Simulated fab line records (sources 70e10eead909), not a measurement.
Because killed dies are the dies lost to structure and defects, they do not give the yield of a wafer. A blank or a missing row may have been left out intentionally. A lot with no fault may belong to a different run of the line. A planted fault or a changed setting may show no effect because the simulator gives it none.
Commonality check across tools :: flow nand harc :: 33 wafers sampled across 11 lots

== WHY THIS WAS OPENED ==
On 2 of the 11 lots, a flag is raised at NHARC_P_STI_CD_MEAS_09 on the reading cd nm. Wafers without a fault read 200.2 nm, standard deviation 2.
Rule: a lot is flagged in two cases, either no wafer of it has a number, or all its wafers with numbers fall more than 4 standard deviations from that mean. All remaining lots are regarded as sound.

lot: L540
measured: day 3 09:38
on: cd sem-02
cd nm (nm), wafer by wafer: 200.2 201.7 199.1
flag: 

lot: L541
measured: day 3 21:05
on: cd sem-03
cd nm (nm), wafer by wafer: 199.2 199.5 196.7
flag: 

lot: L542
measured: day 3 21:14
on: cd sem-01
cd nm (nm), wafer by wafer: 199.1 199.2 197.6
flag: 

lot: L546
measured: day 5 18:04
on: cd sem-01
cd nm (nm), wafer by wafer: 199.4 201.2 199.6
flag: 

lot: L549
measured: day 6 23:31
on: cd sem-02
cd nm (nm), wafer by wafer: 202.9 200.7 200.9
flag: 

lot: L550
measured: day 7 08:33
on: cd sem-02
cd nm (nm), wafer by wafer: 200.9 198.6 198.7
flag: 

lot: L557
measured: day 10 06:17
on: cd sem-02
cd nm (nm), wafer by wafer: 182.8 180.7 181.4
flag: FLAGGED

lot: L559
measured: day 11 02:53
on: cd sem-03
cd nm (nm), wafer by wafer: 177.0 180.9 180.6
flag: FLAGGED

lot: L560
measured: day 11 13:58
on: cd sem-03
cd nm (nm), wafer by wafer: 198.9 199.4 201.1
flag: 

lot: L561
measured: day 11 23:47
on: cd sem-03
cd nm (nm), wafer by wafer: 199.5 196.9 199.4
flag: 

lot: L562
measured: day 12 09:53
on: cd sem-03
cd nm (nm), wafer by wafer: 201.4 200.4 200.9
flag: 
Average over the flagged lots: 180.6 nm; offset from the usual -19.6 nm, equal to -10 standard deviations.

== TOOL THAT RAN EACH LOT ==
The record holds 3 process steps before the reading, out of a route of 1302 steps. Read each cell as the tool, then ch plus the chambers that the sampled wafers visited, then the start.
lot: L540
flag: 
NHARC_P_ZERO_WELL_ETCH_62: rie diel-06 ch 1,2,3, day 2 07:39 or earlier
NHARC_P_ZERO_WELL_ETCH_63: rie si-06 ch 0,2,3, day 2 07:39
NHARC_P_STI_PEB_07: litho track-07 ch 0, day 3 09:33

lot: L541
flag: 
NHARC_P_ZERO_WELL_ETCH_62: rie diel-03 ch 0,1,2, day 2 17:40 or earlier
NHARC_P_ZERO_WELL_ETCH_63: rie si-05 ch 0,1,2, day 2 17:40
NHARC_P_STI_PEB_07: litho track-07 ch 0, day 3 20:59

lot: L542
flag: 
NHARC_P_ZERO_WELL_ETCH_62: rie diel-06 ch 1,2,3, day 3 03:34 or earlier
NHARC_P_ZERO_WELL_ETCH_63: rie si-02 ch 0,1, day 3 03:34
NHARC_P_STI_PEB_07: litho track-03 ch 0, day 3 21:09

lot: L546
flag: 
NHARC_P_ZERO_WELL_ETCH_62: rie diel-05 ch 0,2, day 4 19:39 or earlier
NHARC_P_ZERO_WELL_ETCH_63: rie si-05 ch 0,2, day 4 19:39
NHARC_P_STI_PEB_07: litho track-07 ch 0, day 5 17:58

lot: L549
flag: 
NHARC_P_ZERO_WELL_ETCH_62: rie diel-03 ch 0,1, day 6 01:40 or earlier
NHARC_P_ZERO_WELL_ETCH_63: rie si-05 ch 1,2, day 6 01:40
NHARC_P_STI_PEB_07: litho track-05 ch 0, day 6 23:26

lot: L550
flag: 
NHARC_P_ZERO_WELL_ETCH_62: rie diel-03 ch 2,3, day 6 11:34 or earlier
NHARC_P_ZERO_WELL_ETCH_63: rie si-02 ch 1,2,3, day 6 11:34
NHARC_P_STI_PEB_07: litho track-03 ch 0, day 7 08:28

lot: L557
flag: FLAGGED
NHARC_P_ZERO_WELL_ETCH_62: rie diel-05 ch 2,3, day 9 09:41 or earlier
NHARC_P_ZERO_WELL_ETCH_63: rie si-05 ch 1,2,3, day 9 09:41
NHARC_P_STI_PEB_07: litho track-07 ch 0, day 10 06:11

lot: L559
flag: FLAGGED
NHARC_P_ZERO_WELL_ETCH_62: rie diel-06 ch 1,3, day 10 05:42 or earlier
NHARC_P_ZERO_WELL_ETCH_63: rie si-06 ch 0,1,2, day 10 05:42
NHARC_P_STI_PEB_07: litho track-07 ch 0, day 11 02:47

lot: L560
flag: 
NHARC_P_ZERO_WELL_ETCH_62: rie diel-06 ch 0,1,3, day 10 15:34 or earlier
NHARC_P_ZERO_WELL_ETCH_63: rie si-06 ch 0,1,2, day 10 15:34
NHARC_P_STI_PEB_07: litho track-03 ch 0, day 11 13:52

lot: L561
flag: 
NHARC_P_ZERO_WELL_ETCH_62: rie diel-03 ch 0,1,2, day 11 01:51 or earlier
NHARC_P_ZERO_WELL_ETCH_63: rie si-02 ch 0,1,2, day 11 01:51
NHARC_P_STI_PEB_07: litho track-03 ch 0, day 11 23:42

lot: L562
flag: 
NHARC_P_ZERO_WELL_ETCH_62: rie diel-05 ch 1,3, day 11 11:43 or earlier
NHARC_P_ZERO_WELL_ETCH_63: rie si-05 ch 0,1, day 11 11:43
NHARC_P_STI_PEB_07: litho track-05 ch 0, day 12 09:48
What the steps here do:
- NHARC_P_ZERO_WELL_ETCH_62: etches the open film in CHF3/Ar, target depth 13 nm, time 6.5 s.
- NHARC_P_ZERO_WELL_ETCH_63: etches the open film in HBr/Cl2, target depth 120 nm, time 40.1 s.
- NHARC_P_STI_PEB_07: peb time 80 s.
- NHARC_P_STI_CD_MEAS_09: target cd 200 nm.

== FLAGGED AGAINST TOTAL, ONE TOOL AT A TIME (gauges that did the reading follow at the end) ==
step: NHARC_P_ZERO_WELL_ETCH_62
tool: rie diel-03
lots run: 4
flagged: 0
share of the flagged lots: none
sound lots run after its first flagged lot: -

step: NHARC_P_ZERO_WELL_ETCH_62
tool: rie diel-05
lots run: 3
flagged: 1
share of the flagged lots: some
sound lots run after its first flagged lot: 1 (L562)

step: NHARC_P_ZERO_WELL_ETCH_62
tool: rie diel-06
lots run: 4
flagged: 1
share of the flagged lots: some
sound lots run after its first flagged lot: 1 (L560)

step: NHARC_P_ZERO_WELL_ETCH_63
tool: rie si-02
lots run: 3
flagged: 0
share of the flagged lots: none
sound lots run after its first flagged lot: -

step: NHARC_P_ZERO_WELL_ETCH_63
tool: rie si-05
lots run: 5
flagged: 1
share of the flagged lots: some
sound lots run after its first flagged lot: 1 (L562)

step: NHARC_P_ZERO_WELL_ETCH_63
tool: rie si-06
lots run: 3
flagged: 1
share of the flagged lots: some
sound lots run after its first flagged lot: 1 (L560)

step: NHARC_P_STI_PEB_07
tool: litho track-03
lots run: 4
flagged: 0
share of the flagged lots: none
sound lots run after its first flagged lot: -

step: NHARC_P_STI_PEB_07
tool: litho track-05
lots run: 2
flagged: 0
share of the flagged lots: none
sound lots run after its first flagged lot: -

step: NHARC_P_STI_PEB_07
tool: litho track-07
lots run: 5
flagged: 2
share of the flagged lots: all
sound lots run after its first flagged lot: 0

step: NHARC_P_STI_CD_MEAS_09
tool: cd sem-01
lots run: 2
flagged: 0
share of the flagged lots: none
sound lots run after its first flagged lot: -

step: NHARC_P_STI_CD_MEAS_09
tool: cd sem-02
lots run: 4
flagged: 1
share of the flagged lots: some
sound lots run after its first flagged lot: 0

step: NHARC_P_STI_CD_MEAS_09
tool: cd sem-03
lots run: 5
flagged: 1
share of the flagged lots: some
sound lots run after its first flagged lot: 3 (L560,L561,L562)
Because NHARC_P_ZERO_WELL_ETCH_62 lacks a start for some lots, the hours and order of its lots are taken from NHARC_P_ZERO_WELL_ETCH_63.

== WHAT IS ALLOWED BY THE TABLE ==
Rows of the table that ran each flagged lot: 1, that is litho track-07 at NHARC_P_STI_PEB_07.
- litho track-07 at NHARC_P_STI_PEB_07 ran 5 lots, 2 of them flagged. A fault beginning between L546 (day 5 17:58), its last sound lot, and L557 (day 10 06:11), its first flagged one, fits the data. Its own readings (plate temp C) fall more than 4 standard deviations out on all wafers of the flagged lots.
Just one tool remains: litho track-07 at NHARC_P_STI_PEB_07.

== WHAT THE SIMULATOR HAD INSERTED ==
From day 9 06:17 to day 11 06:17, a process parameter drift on litho track-07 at NHARC_P_STI_PEB_07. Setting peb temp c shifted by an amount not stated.
Struck lots among those shown: L557, L559. This agrees with what the rule above found.
